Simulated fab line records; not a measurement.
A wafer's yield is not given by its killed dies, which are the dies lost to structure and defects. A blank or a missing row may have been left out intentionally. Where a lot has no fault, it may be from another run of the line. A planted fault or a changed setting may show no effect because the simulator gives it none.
fab line records + flow n5-finfet
record:
- lots: 7
- wafers: 21
route steps=1938 shown PASSIVATION@1930
start-h: start of the lot's first displayed wafer, in hours after the record's first day + wait-h: hours from the lot's prior step to this one + " as in the row above + L1.1+2: a single row standing in for several wafers + - no value, or no start was given + * or withheld: withheld + < > ~ a bound
route shown NAME@n: a module of which the file shows steps, and the number in the route of the first + usual: mean/standard deviation of fault-free wafers + same: alike in all rows + chamber/n: place in a boat + sites: readings site by site + _std_site: the standard deviation of these + _edge_site: outer sites' mean less inner sites' + radius-mm: for every site, how far away it sits from the centre of the wafer + mask NAME#n: copy n + behind: the last tool/chamber to shape the wafer + hold: reason for holding the lot/hours on hold/outcome of the hold + device: names the non-switching transistor (n, p or np) + end of line: the tests these same wafers got at the end of their route + a step with no rows: only its recipe + killed: the dies lost at the first sort to structure and to defects; this is not the yield of the wafer + map: dies across one wafer; x = killed, . = not, _ = none there
set.NAME: the setting the step ran with; set.NAME@STEP: the setting that earlier step ran with + model.NAME: the simulator's own value behind a step, which no gauge read
lots with deliberately changed settings; one table per step, one row per wafer
== steps ==
step: N5_PASSIVATION_ETCH_54
recipe:
- chemistry: CHF3/O2
- target: SiO2
- target-depth-a: 8800
- CHF3_flow_sccm: 50
- O2_flow_sccm: 5
- Ar_flow_sccm: 200
- time-s: 440
- mask-material: PR
- pressure-mtorr: 30
- source-w: 650
- bias-w: 170
- ion-energy-ev: 200
usual:
- rf-vpp-V: 526/3.9
| lot.wafer | tool        | chamber | start-h | wait-h | set.source-w | rf-vpp-V |
|-----------|-------------|---------|---------|--------|--------------|----------|
| L074.1    | rie-diel-05 | 0       | 289.84  | 0.1    | 534.5        | 581      |
| L074.2    | "           | 1       | "       | "      | 534.5        | 581      |
| L074.6    | "           | 3       | "       | "      | 534.5        | 577      |
| L076.1    | rie-diel-02 | 2       | 295.81  | 0.1    | 650          | 517      |
| L076.2    | "           | 0       | "       | "      | 650          | 531      |
| L076.3    | "           | 3       | "       | "      | 650          | 524      |
| L082.1    | rie-diel-02 | 0       | 335.78  | 0.1    | 650          | 532      |
| L082.4    | "           | 2       | "       | "      | 650          | 517      |
| L082.6    | "           | 0       | "       | "      | 650          | 532      |
| L087.4    | rie-diel-01 | 3       | 361.78  | 0.1    | 650          | 530      |
| L087.5    | "           | 0       | "       | "      | 650          | 523      |
| L087.6    | "           | 3       | "       | "      | 650          | 531      |
| L089.1    | rie-diel-01 | 1       | 366.50  | 0.1    | 569.6        | 563      |
| L089.2    | "           | 2       | "       | "      | 650          | 524      |
| L089.4    | "           | 0       | "       | "      | 569.6        | 558      |
| L094.1    | rie-diel-02 | 2       | 401.85  | 0.1    | 650          | 518      |
| L094.3    | "           | 1       | "       | "      | 738.8        | 494      |
| L094.5    | "           | 3       | "       | "      | 650          | 525      |
| L095.2    | rie-diel-05 | 0       | 417.77  | 0.1    | 650          | 529      |
| L095.4    | "           | 2       | "       | "      | 650          | 529      |
| L095.6    | "           | 0       | "       | "      | 749.7        | 493      |
step: N5_PASSIVATION_STRIP_48
recipe:
- chemistry: O2
- power-w: 600
- temp-c: 60
- pressure-mtorr: 30
- rf-frequency-hz: 6e+07
- bias-power-w: 0
- overash-fraction: 0.5
- o2-flow-sccm: 225
step: N5_PASSIVATION_STRIP_52
recipe:
- chemistry: post-etch-residue-remover
- time-s: 1200
- temp-c: 72.5
step: N5_PASSIVATION_SRD_72
recipe:
- dry: ipa-marangoni
- time-s: 30
- temp-c: 23
- rinse-liquid: diw
step: N5_PASSIVATION_ANNEAL_56
recipe:
- temp-c: 400
- time-s: 1800
- ambient: FGA
- idle-temp-c: 300
- ramp-up-c-per-min: 5
- ramp-down-c-per-min: 3
step: N5_PASSIVATION_PROBE_49
usual:
- defect-limited-yield: 91.6/1.4
- killed_at_M0_to_M3: 33/9.7
- killed_at_M4_up: 13/5.4
- killed-at-contacts: 13/6.6
- killed-at-front-end: 36/11
- killed-at-other: 3.9/3
- killed-dies: 99/16
- killed-open: 66/12
- killed-short: 32/7.9
- sort_bin_5_function: 4.9/0.9
- sort_bin_6_memory: 3.2/0.67
- sort-n-pass: 1081/16
- sort-yield-pct: 91.6/1.4
same:
- gross-dies: 1180
- killed-at-back-side: 0
- sort_bin_4_leakage[%]: 0
- sort_bin_8_speed[%]: 0
| lot.wafer | tool      | chamber | start-h | wait-h | set.time-s@PASSIVATION_PASS_ETCH_47 | defect-limited-yield[%] | killed_at_M0_to_M3 | killed_at_M4_up | killed-at-contacts | killed-at-front-end | killed-at-other | killed-dies | killed-open | killed-short | sort_bin_5_function[%] | sort_bin_6_memory[%] | sort-n-pass | sort-yield-pct[%] |
|-----------|-----------|---------|---------|--------|-------------------------------------|-------------------------|--------------------|-----------------|--------------------|---------------------|-----------------|-------------|-------------|--------------|------------------------|----------------------|-------------|-------------------|
| L074.1    | prober-02 | -       | 292.64  | 0.0    | 352.7                               | 67.6                    | 47                 | 18              | 2                  | 312                 | 3               | 382         | 67          | 29           | 29.3                   | 2.8                  | 798         | 67.6              |
| L074.2    | prober-02 | -       | 292.69  | 0.1    | 385                                 | 87.0                    | 24                 | 24              | 17                 | 83                  | 5               | 153         | 59          | 34           | 7.1                    | 5.3                  | 1027        | 87.0              |
| L074.6    | prober-02 | -       | 292.89  | 0.3    | 352.7                               | 93.2                    | 27                 | 21              | 5                  | 24                  | 3               | 80          | 50          | 28           | 3.4                    | 3.1                  | 1100        | 93.2              |
| L076.1    | prober-01 | -       | 298.59  | 0.0    | 385                                 | 92.6                    | 31                 | 9               | 17                 | 28                  | 2               | 87          | 59          | 27           | 4.5                    | 2.7                  | 1093        | 92.6              |
| L076.2    | prober-01 | -       | 298.64  | 0.1    | 432.3                               | 28.7                    | 43                 | 753             | 10                 | 31                  | 4               | 841         | 60          | 33           | 66.9                   | 3.3                  | 339         | 28.7              |
| L076.3    | prober-01 | -       | 298.69  | 0.1    | 432.3                               | 21.4                    | 36                 | 50              | 35                 | 802                 | 4               | 927         | 72          | 33           | 74.7                   | 3.6                  | 253         | 21.4              |
| L082.1    | prober-02 | -       | 338.56  | 0.0    | 385                                 | 91.3                    | 45                 | 9               | 7                  | 40                  | 2               | 103         | 68          | 35           | 5.2                    | 3.3                  | 1077        | 91.3              |
| L082.4    | prober-02 | -       | 338.71  | 0.2    | 385                                 | 92.9                    | 37                 | 10              | 6                  | 24                  | 7               | 84          | 59          | 24           | 4.1                    | 3.0                  | 1096        | 92.9              |
| L082.6    | prober-02 | -       | 338.81  | 0.3    | 385                                 | 93.0                    | 31                 | 15              | 8                  | 25                  | 4               | 83          | 57          | 25           | 4.1                    | 2.8                  | 1097        | 93.0              |
| L087.4    | prober-02 | -       | 365.01  | 0.2    | 385                                 | 84.7                    | 103                | 23              | 11                 | 35                  | 8               | 180         | 65          | 35           | 8.4                    | 6.3                  | 1000        | 84.7              |
| L087.5    | prober-02 | -       | 365.06  | 0.2    | 419.5                               | 91.0                    | 21                 | 20              | 5                  | 56                  | 4               | 106         | 74          | 28           | 5.4                    | 3.3                  | 1074        | 91.0              |
| L087.6    | prober-02 | -       | 365.11  | 0.3    | 385                                 | 85.5                    | 96                 | 16              | 10                 | 44                  | 5               | 171         | 78          | 37           | 8.2                    | 5.8                  | 1009        | 85.5              |
| L089.1    | prober-01 | -       | 369.28  | 0.0    | 385                                 | 89.4                    | 47                 | 14              | 16                 | 46                  | 2               | 125         | 77          | 47           | 5.8                    | 4.5                  | 1055        | 89.4              |
| L089.2    | prober-01 | -       | 369.33  | 0.1    | 306.6                               | 0                       | 42                 | 16              | 13                 | 37                  | 1072            | 1180        | 70          | 39           | 96.0                   | 3.6                  | 0           | 0                 |
| L089.4    | prober-01 | -       | 369.43  | 0.2    | 306.6                               | 0.3                     | 49                 | 29              | 14                 | 43                  | 1041            | 1176        | 85          | 50           | 94.5                   | 4.7                  | 4           | 0.3               |
| L094.1    | prober-02 | -       | 404.64  | 0.0    | 330.1                               | 74.2                    | 87                 | 10              | 24                 | 63                  | 121             | 305         | 84          | 34           | 18.7                   | 5.9                  | 875         | 74.2              |
| L094.3    | prober-02 | -       | 404.74  | 0.1    | 385                                 | 93.0                    | 17                 | 14              | 13                 | 38                  | 1               | 83          | 63          | 19           | 4.2                    | 2.7                  | 1097        | 93.0              |
| L094.5    | prober-02 | -       | 404.84  | 0.2    | 385                                 | 26.4                    | 49                 | 17              | 11                 | 783                 | 9               | 869         | 80          | 36           | 69.2                   | 4.2                  | 311         | 26.4              |
| L095.2    | prober-02 | -       | 420.60  | 0.1    | 385                                 | 92.9                    | 25                 | 8               | 4                  | 45                  | 2               | 84          | 51          | 25           | 4.0                    | 2.4                  | 1096        | 92.9              |
| L095.4    | prober-02 | -       | 420.70  | 0.2    | 385                                 | 80.8                    | 51                 | 7               | 25                 | 142                 | 1               | 226         | 68          | 47           | 11.9                   | 4.7                  | 954         | 80.8              |
| L095.6    | prober-02 | -       | 420.80  | 0.3    | 385                                 | 84.0                    | 46                 | 11              | 8                  | 123                 | 1               | 189         | 74          | 45           | 11.7                   | 4.2                  | 991         | 84.0              |
killed by level:class
L074.1 FIN_SAQP:area-ald=285 BEOL_M0_SAQP:geometric-particle:open=14 BEOL_M0_SAQP:geometric-particle:short=11 BEOL_M4:geometric-particle:open=9 BEOL_M1:geometric-particle:open=7 BEOL_M2:geometric-particle:open=7 DUMMY_GATE:geometric-particle:open=6 FIN_SAQP:geometric-particle:short=5
L074.2 GATE_CUT:area-expose=58 MOL_CONTACT_COAG:geometric-particle:open=13 BEOL_M4:geometric-particle:open=12 BEOL_M0_SAQP:geometric-particle:short=9 BEOL_M0_SAQP:geometric-particle:open=8 DUMMY_GATE:geometric-particle:open=5 MOL_CONTACT_COAG:geometric-particle:short=4 BEOL_M4:geometric-particle:short=3
L074.6 BEOL_M0_SAQP:geometric-particle:short=7 DUMMY_GATE:geometric-particle:open=6 BEOL_M4:geometric-particle:open=6 STI_FIN_REVEAL:geometric-particle:open=4 BEOL_M2:geometric-particle:open=4 BEOL_M7:geometric-particle:open=4 BEOL_M0_SAQP:geometric-particle:open=4 BEOL_M0:geometric-particle:open=4
L076.1 MOL_CONTACT_COAG:geometric-particle:open=11 BEOL_M2:geometric-particle:open=10 BEOL_M0:geometric-particle:open=7 MOL_CONTACT_COAG:geometric-particle:short=6 FIN_SAQP:geometric-particle:short=5 STI_FIN_REVEAL:geometric-particle:open=5 STARTING-WAFER:geometric-particle:open=4 STARTING-WAFER:geometric-particle:short=4
L076.2 BEOL_M11:area-etch=744 FIN_SAQP:geometric-particle:short=9 BEOL_M2:geometric-particle:open=8 MOL_CONTACT_COAG:geometric-particle:open=7 BEOL_M0_SAQP:geometric-particle:open=7 FIN_SAQP:geometric-particle:open=6 BEOL_M0_SAQP:geometric-particle:short=5 BEOL_M0:geometric-particle:open=5
L076.3 FIN_SAQP:area-ald=777 BEOL_M11:area-etch=42 MOL_CONTACT_COAG:geometric-particle:open=28 BEOL_M2:geometric-particle:open=15 FIN_SAQP:geometric-particle:short=7 MOL_CONTACT_COAG:geometric-particle:short=7 ILD0:geometric-particle:short=4 BEOL_M0_SAQP:geometric-particle:open=4
L082.1 STI_FIN_REVEAL:geometric-particle:open=17 BEOL_M0_SAQP:geometric-particle:open=15 BEOL_M0_SAQP:geometric-particle:short=14 BEOL_M3:geometric-particle:open=7 MOL_CONTACT_COAG:geometric-particle:open=6 FIN_SAQP:geometric-particle:open=5 FIN_SAQP:geometric-particle:short=4 GATE_CUT:geometric-particle:short=4
L082.4 BEOL_M0_SAQP:geometric-particle:open=10 BEOL_M3:geometric-particle:open=9 FIN_SAQP:geometric-particle:open=6 MOL_CONTACT_COAG:geometric-particle:open=6 BEOL_M1:geometric-particle:open=6 BEOL_M0_SAQP:geometric-particle:short=4 BEOL_M2:geometric-particle:open=4 STARTING-WAFER:geometric-particle:short=4
L082.6 STI_FIN_REVEAL:geometric-particle:open=11 MOL_CONTACT_COAG:geometric-particle:open=6 BEOL_M8:geometric-particle:open=6 BEOL_M0_SAQP:geometric-particle:short=5 BEOL_M1:geometric-particle:open=5 BEOL_M2:geometric-particle:open=5 BEOL_M3:geometric-particle:open=5 DUMMY_GATE:geometric-particle:open=3
L087.4 BEOL_M0_SAQP:area-expose=77 BEOL_M4:geometric-particle:open=13 FIN_SAQP:geometric-particle:open=8 MOL_CONTACT_COAG:geometric-particle:open=7 BEOL_M4:geometric-particle:short=6 STI_FIN_REVEAL:geometric-particle:open=6 BEOL_M2:geometric-particle:open=6 FIN_SAQP:geometric-particle:short=5
L087.5 FIN_SAQP:geometric-particle:open=35 FIN_SAQP:geometric-particle:short=7 BEOL_M4:geometric-particle:open=7 BEOL_M5:geometric-particle:open=7 BEOL_M0_SAQP:geometric-particle:short=6 BEOL_M2:geometric-particle:open=5 STI_FIN_REVEAL:geometric-particle:open=5 BEOL_M0_SAQP:geometric-particle:open=5
L087.6 BEOL_M0_SAQP:area-expose=55 BEOL_M0_SAQP:geometric-particle:short=12 STI_FIN_REVEAL:geometric-particle:open=11 FIN_SAQP:geometric-particle:open=10 BEOL_M0_SAQP:geometric-particle:open=10 MOL_CONTACT_COAG:geometric-particle:open=7 FIN_SAQP:geometric-particle:short=6 BEOL_M1:geometric-particle:short=6
L089.1 FIN_SAQP:geometric-particle:short=19 MOL_CONTACT_COAG:geometric-particle:open=14 BEOL_M2:geometric-particle:open=12 BEOL_M0_SAQP:geometric-particle:open=11 BEOL_M0_SAQP:geometric-particle:short=8 FIN_SAQP:geometric-particle:open=7 BEOL_M3:geometric-particle:open=7 BEOL_M4:geometric-particle:open=6
L089.2 PASSIVATION:area-etch=1071 FIN_SAQP:geometric-particle:short=13 BEOL_M0_SAQP:geometric-particle:open=11 BEOL_M0_SAQP:geometric-particle:short=10 BEOL_M4:geometric-particle:open=10 FIN_SAQP:geometric-particle:open=9 MOL_CONTACT_COAG:geometric-particle:open=9 STI_FIN_REVEAL:geometric-particle:open=6
L089.4 PASSIVATION:area-etch=1041 FIN_SAQP:geometric-particle:short=18 BEOL_M4:geometric-particle:open=14 BEOL_M2:geometric-particle:open=14 MOL_CONTACT_COAG:geometric-particle:open=12 BEOL_M0_SAQP:geometric-particle:short=11 BEOL_M3:geometric-particle:open=9 BEOL_M5:geometric-particle:open=7
L094.1 PASSIVATION:area-etch=116 BEOL_M0_SAQP:area-expose=69 FIN_SAQP:geometric-particle:open=23 MOL_CONTACT_COAG:geometric-particle:open=18 FIN_SAQP:geometric-particle:short=11 STI_FIN_REVEAL:geometric-particle:open=9 DUMMY_GATE:geometric-particle:open=9 BEOL_M4:geometric-particle:open=7
L094.3 MOL_CONTACT_COAG:geometric-particle:open=12 STI_FIN_REVEAL:geometric-particle:open=12 BEOL_M2:geometric-particle:open=7 BEOL_M4:geometric-particle:open=7 FIN_SAQP:geometric-particle:open=5 ILD0:geometric-particle:open=5 BEOL_M0_SAQP:geometric-particle:open=4 STARTING-WAFER:geometric-particle:short=4
L094.5 FIN_SAQP:area-ald=736 FIN_SAQP:geometric-particle:open=15 BEOL_M0_SAQP:area-expose=15 STI_FIN_REVEAL:geometric-particle:open=13 MOL_CONTACT_COAG:geometric-particle:open=9 BEOL_M4:geometric-particle:open=7 BEOL_M0_SAQP:geometric-particle:open=7 FIN_SAQP:geometric-particle:short=6
L095.2 BEOL_M0_SAQP:geometric-particle:open=9 FIN_SAQP:geometric-particle:short=8 BEOL_M3:geometric-particle:open=7 DUMMY_GATE:area-expose=7 FIN_SAQP:geometric-particle:open=6 MOL_CONTACT_COAG:geometric-particle:open=4 STI_FIN_REVEAL:geometric-particle:open=4 STI_FIN_REVEAL:geometric-particle:short=3
L095.4 FIN_SAQP:area-ald=61 DUMMY_GATE:area-expose=27 GATE_CUT:area-expose=21 MOL_CONTACT_COAG:geometric-particle:open=15 FIN_SAQP:geometric-particle:short=12 BEOL_M0_SAQP:geometric-particle:open=12 MOL_CONTACT_COAG:geometric-particle:short=10 BEOL_M2:geometric-particle:open=10
L095.6 FIN_SAQP:area-ald=69 STI_FIN_REVEAL:geometric-particle:open=17 BEOL_M3:geometric-particle:open=11 FIN_SAQP:geometric-particle:open=9 BEOL_M0_SAQP:geometric-particle:short=8 BEOL_M0_SAQP:geometric-particle:open=8 STI_FIN_REVEAL:geometric-particle:short=7 MOL_CONTACT_COAG:geometric-particle:open=7
== key ==
split:
- step: N5_PASSIVATION_ETCH_54
- setting: source-w
- stated: 650
- by: wafer
response:
- step: N5_PASSIVATION_ETCH_54
- reading: rf-vpp-V
- change: -2.39
- per: 1%
- r: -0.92
split outside-this-file step=N5_PASSIVATION_PASS_ETCH_47 setting=time-s
split outside-this-file: this setting was split too, and the file shows its column; the key of that split is in another file
